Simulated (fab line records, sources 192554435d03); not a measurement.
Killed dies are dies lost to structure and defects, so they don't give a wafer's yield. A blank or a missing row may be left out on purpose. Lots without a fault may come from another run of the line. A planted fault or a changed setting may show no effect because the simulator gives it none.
A struck lot beside a sound one | flow n5_finfet | 20 steps out of a route of 1938
Sound: wafers L610.3, L610.5, L610.6. Struck: wafer L623.2. (L623.4 of the same lot was not struck and is left out.) The cause comes at the end.
At each step with rows: each side's tool, then ch and its chambers, then its first start. Under that, the readings that differ: sound wafers | struck wafers | difference of the means | sigmas: that difference in standard deviations of wafers without a fault.
alike: readings whose means differ by less than 2 such deviations, and words and numbers that are the same on both sides. not compared: withheld readings, readings that some wafer has no value for, bounds like >300 that may hide the same value, and numbers for which the record gives no deviation and whose values overlap.
The two part at a step that has a row with sigmas, a row that says differs or no value, or rows on one side only. Numbers that don't overlap but have no deviation are shown without sigmas and don't part them. A reading that every wafer of one side lacks parts them only if that side has two wafers or more.

first, 6 steps without rows for these wafers: N5_BEOL_M4_COAT_05 (resist thk 30 nm); N5_BEOL_M4_EBR_07; N5_BEOL_M4_SOFTBAKE_06 (time 60 s); N5_BEOL_M4_EXPOSE_08 (exposes mask M4); N5_BEOL_M4_PEB_09 (peb time 60 s); N5_BEOL_M4_DEVELOP_10 (develop time 30 s).
N5_BEOL_M4_CD_MEAS_11: target cd 16.79 nm.
  sound on cd_sem-02 ch 0, day 9 06:58; struck on cd_sem-01 ch 0, day 11 18:11
  alike: cd_nm
N5_BEOL_M4_OVL_MEAS_12:
  sound on overlay-02 ch 0, day 9 07:01; struck on overlay-02 ch 0, day 11 18:14
  alike: M4_OVL
N5_BEOL_M4_INSPECT_13: inspects for defects (brightfield).
  sound on defect_inspect-02, day 9 07:04; struck on defect_inspect-02, day 11 18:17
  alike: raw_defect_count
N5_BEOL_M4_DESCUM_16: chemistry O2, time 7 s.
  sound on rie_diel-05 ch 0,3, day 9 07:05; struck on rie_diel-04 ch 3, day 11 18:26
  reading                         | sound          | struck | difference | sigmas
  showerhead_plenum_p_Torr (Torr) | 2.19 2.18 2.19 | 2.00   | -0.19      | -3
  alike: drypump_motor_current_A, oes_product_au, rf_vpp_V, throttle_valve_pct
  not compared: rf_hours_counter_h
N5_BEOL_M4_ETCH_74: etches underlayer in N2/H2, target depth 6.5 nm, time 5.2 s.
  sound on rie_diel-05 ch 0,3, day 9 07:08; struck on rie_diel-04 ch 3, day 11 18:28
  reading                         | sound             | struck | difference | sigmas
  rf_vpp_V (V)                    | 527.9 525.4 528.0 | 518.5  | -8.6       | -4
  showerhead_plenum_p_Torr (Torr) | 2.65 2.64 2.65    | 2.44   | -0.21      | -3
  alike: drypump_motor_current_A, etch_rf_on_time_s, oes_product_au, throttle_valve_pct
  not compared: rf_hours_counter_h
N5_BEOL_M4_ETCH_63: etches SiARC in CF4, target depth 15.6 nm, time 26 s.
  sound on rie_diel-05 ch 0,3, day 9 07:09; struck on rie_diel-04 ch 3, day 11 18:29
  reading                         | sound          | struck | difference | sigmas
  showerhead_plenum_p_Torr (Torr) | 2.21 2.21 2.21 | 2.07   | -0.14      | -3
  alike: drypump_motor_current_A, etch_rf_on_time_s, oes_product_au, rf_vpp_V, throttle_valve_pct
  not compared: rf_hours_counter_h
N5_BEOL_M4_ETCH_64: etches SOC in N2/H2, target depth 75 nm, overetch 22.5 nm, time 121.9 s.
  sound on rie_diel-05 ch 0,3, day 9 07:10; struck on rie_diel-04 ch 3, day 11 18:31
  reading                                    | sound             | struck | difference | sigmas
  rf_vpp_V (V)                               | 525.6 525.2 525.4 | 521.3  | -4.1       | -2
  showerhead_plenum_p_Torr (Torr)            | 2.65 2.64 2.65    | 2.44   | -0.21      | -3
  model.SiARC_of_BEOL_M4_COAT_62.thk_nm (nm) | 6.4 6.6 6.4       | 5      | -1         |
  model.BEOL_M4.cd_offset_nm (nm)            | 0 -0.6 -0.2       | 1      | +1         |
  alike: drypump_motor_current_A, oes_product_au, throttle_valve_pct
  not compared: rf_hours_counter_h
then, 2 steps without rows for these wafers: N5_BEOL_M4_STRIP_65 (strips in N2/H2); N5_BEOL_M4_STRIP_75 (strips in N2/H2).
N5_BEOL_M4_STRIP_66: strips in CF4.
  sound on rie_diel-05 ch 0,3, day 9 07:19; struck on rie_diel-04 ch 3, day 11 18:38
  reading                         | sound          | struck | difference | sigmas
  showerhead_plenum_p_Torr (Torr) | 1.86 1.85 1.86 | 1.74   | -0.12      | -3
  alike: drypump_motor_current_A, oes_product_au, rf_vpp_V, throttle_valve_pct
  not compared: rf_hours_counter_h
N5_BEOL_M4_HM_OPEN_17: chemistry Cl2/BCl3, target TiN, target depth 20 nm, overetch 6 nm.
  sound on rie_metal-02 ch 0,1, day 9 07:23; struck on rie_metal-03 ch 1, day 11 18:41
  reading                  | sound           | struck | difference                   | sigmas
  rf_hours_counter_h (h)   | - - -           | 25     | no value on the sound wafers |
  model.etch.depth_nm (nm) | 19.8 19.82 19.7 | 17.37  | -2.40                        |
  alike: drypump_motor_current_A, oes_product_au, throttle_valve_pct
N5_BEOL_M4_STRIP_19: strips in O2.
  sound on rie_diel-01 ch 0,1,3, day 9 07:28; struck on rie_diel-04 ch 1, day 11 18:47
  reading      | sound       | struck | difference | sigmas
  rf_vpp_V (V) | 3.5 2.8 3.0 | 4.1    | +1.0       | +2
  alike: drypump_motor_current_A, oes_product_au, showerhead_plenum_p_Torr, throttle_valve_pct
  not compared: rf_hours_counter_h
N5_BEOL_M4_RC_MEAS_101:
  sound on prober-02 ch 0, day 9 15:17; struck on prober-01 ch 0, day 12 11:23
  alike: DIBL_N, DIBL_P, IOFF_N, IOFF_P, ION_N, ION_P, SS_N, SS_P, VT_N, VT_P
-- the record jumps here: 4 days lie between the struck wafers' starts before and after (it left off in module BEOL_M4 and takes up again in module PASSIVATION, whose first step shown is number 1936 of the route) --
N5_PASSIVATION_PROBE_49:
  the record has rows for the struck wafers here (prober-01, day 16 19:44) and none for the sound ones

WHERE THEY PART
First at N5_BEOL_M4_DESCUM_16; last, within this record, at N5_PASSIVATION_PROBE_49.

WHY: what the simulator had put in
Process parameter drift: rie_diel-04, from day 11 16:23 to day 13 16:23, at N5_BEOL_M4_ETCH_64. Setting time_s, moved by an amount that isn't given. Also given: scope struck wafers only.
